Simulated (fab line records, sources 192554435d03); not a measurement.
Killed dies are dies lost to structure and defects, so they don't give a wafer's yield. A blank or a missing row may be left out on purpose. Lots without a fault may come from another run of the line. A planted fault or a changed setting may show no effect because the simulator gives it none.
A struck lot beside a sound one | flow n5_finfet | 16 steps out of a route of 1938
Sound: wafers L502.1, L502.2, L502.6. Struck: wafers L504.3, L504.5, L504.6. The cause comes at the end.
At each step with rows: each side's tool, then ch and its chambers, then its first start. Under that, the readings that differ: sound wafers | struck wafers | difference of the means | sigmas: that difference in standard deviations of wafers without a fault.
alike: readings whose means differ by less than 2 such deviations, and words and numbers that are the same on both sides. not compared: withheld readings, readings that some wafer has no value for, bounds like >300 that may hide the same value, and numbers for which the record gives no deviation and whose values overlap.
The two part at a step that has a row with sigmas, a row that says differs or no value, or rows on one side only. Numbers that don't overlap but have no deviation are shown without sigmas and don't part them. A reading that every wafer of one side lacks parts them only if that side has two wafers or more.

first, 1 step without rows for these wafers: N5_MOL_CONTACT_COAG_STRIP_93 (strips in N2/H2).
N5_MOL_CONTACT_COAG_ETCHBACK_135: etches SiO2 in CHF3, target depth 25 nm, time 16.7 s.
  sound on rie_diel-05 ch 1,2, day 7 00:14; struck on rie_diel-04 ch 0,1, day 7 05:46
  alike: drypump_motor_current_A, oes_product_au, rf_vpp_V, showerhead_plenum_p_Torr, throttle_valve_pct
  not compared: rf_hours_counter_h
then, 1 step without rows for these wafers: N5_MOL_CONTACT_COAG_STRIP_118 (strips in CHF3).
N5_MOL_CONTACT_COAG_VIA_ETCH_46: etches SiO2 in C4F6/O2, target depth 46 nm, overetch 9.2 nm, time 40 s.
  sound on rie_diel-05 ch 1,2, day 7 00:16; struck on rie_diel-04 ch 0,1, day 7 05:47
  alike: drypump_motor_current_A, oes_product_au, rf_vpp_V, showerhead_plenum_p_Torr, throttle_valve_pct
  not compared: rf_hours_counter_h
N5_MOL_CONTACT_COAG_STRIP_96: strips in N2/H2.
  sound on rie_diel-05 ch 1,2, day 7 00:20; struck on rie_diel-04 ch 0,1, day 7 05:52
  alike: drypump_motor_current_A, h2_flow_sccm, oes_product_au, rf_vpp_V, showerhead_plenum_p_Torr, throttle_valve_pct
  not compared: rf_hours_counter_h
N5_MOL_CONTACT_COAG_ETCH_47: etches SiNx in CH3F/O2, stops on W, target depth 27 nm.
  sound on rie_diel-05 ch 1,2, day 7 00:22; struck on rie_diel-04 ch 0,1, day 7 05:54
  alike: drypump_motor_current_A, etch_rf_on_time_s, oes_product_au, rf_vpp_V, showerhead_plenum_p_Torr, throttle_valve_pct
  not compared: rf_hours_counter_h
N5_MOL_CONTACT_COAG_STRIP_119: strips in N2/H2, time 30 s.
  sound on plasma_asher-02 ch 0,1, day 7 00:27; struck on plasma_asher-01 ch 0,1, day 7 06:00
  alike: drypump_motor_current_A, h2_flow_sccm, heater_power_w
  not compared: rf_hours_counter_h
then, 2 steps without rows for these wafers: N5_MOL_CONTACT_COAG_PRECLEAN_144 (cleans in alkaline clean, time 60 s); N5_MOL_CONTACT_COAG_SRD_145 (time 30 s).
N5_MOL_CONTACT_COAG_CD_MEAS_137: target cd 16 nm.
  sound on cd_sem-02, day 7 00:36; struck on cd_sem-02, day 7 06:08
  alike: cd_nm
then, 2 steps without rows for these wafers: N5_MOL_CONTACT_COAG_COAT_62 (time 60 s, resist thk 60 nm); N5_MOL_CONTACT_COAG_COAT_63 (time 60 s, resist thk 10 nm).
N5_MOL_CONTACT_COAG_COAT_64: time 60 s, resist thk 10 nm.
  sound on litho_track-05 ch 0, day 7 00:38; struck on litho_track-01 ch 0, day 7 06:10
  reading                  | sound                | struck               | difference | sigmas
  heater_power_total_W (W) | 393.6 389.8 390.3    | 399.1 398.0 397.6    | +7.0       | +5
  plate_temp_C (C)         | 204.90 205.15 205.13 | 208.56 208.42 208.59 | +3.46      | +25
  alike: dispense_pressure_kPa
then, 1 step without rows for these wafers: N5_MOL_CONTACT_COAG_COAT_34 (resist thk 40 nm).
-- the record jumps here: 4 days lie between the struck wafers' starts before and after (it left off in module MOL_CONTACT_COAG and takes up again in module BEOL_M4, whose first step shown is number 1111 of the route) --
N5_BEOL_M4_RC_MEAS_101:
  sound on prober-01 ch 0, day 10 06:28; struck on prober-01 ch 0, day 11 00:45
  reading       | sound          | struck         | difference | sigmas
  SS_N (mV/dec) | 71.4 71.1 70.6 | 72.8 71.7 72.3 | +1.2       | +2
  alike: DIBL_N, DIBL_P, IOFF_N, IOFF_P, ION_N, ION_P, SS_P, VT_N, VT_P
N5_PASSIVATION_PROBE_49:
  the record has rows for the sound wafers here (prober-02, day 14 16:16) and none for the struck ones

WHERE THEY PART
First at N5_MOL_CONTACT_COAG_COAT_64; last, within this record, at N5_PASSIVATION_PROBE_49.

WHY: what the simulator had put in
Process parameter drift: litho_track-01, from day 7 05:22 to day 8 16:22, at N5_MOL_CONTACT_COAG_COAT_64. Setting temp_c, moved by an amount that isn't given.
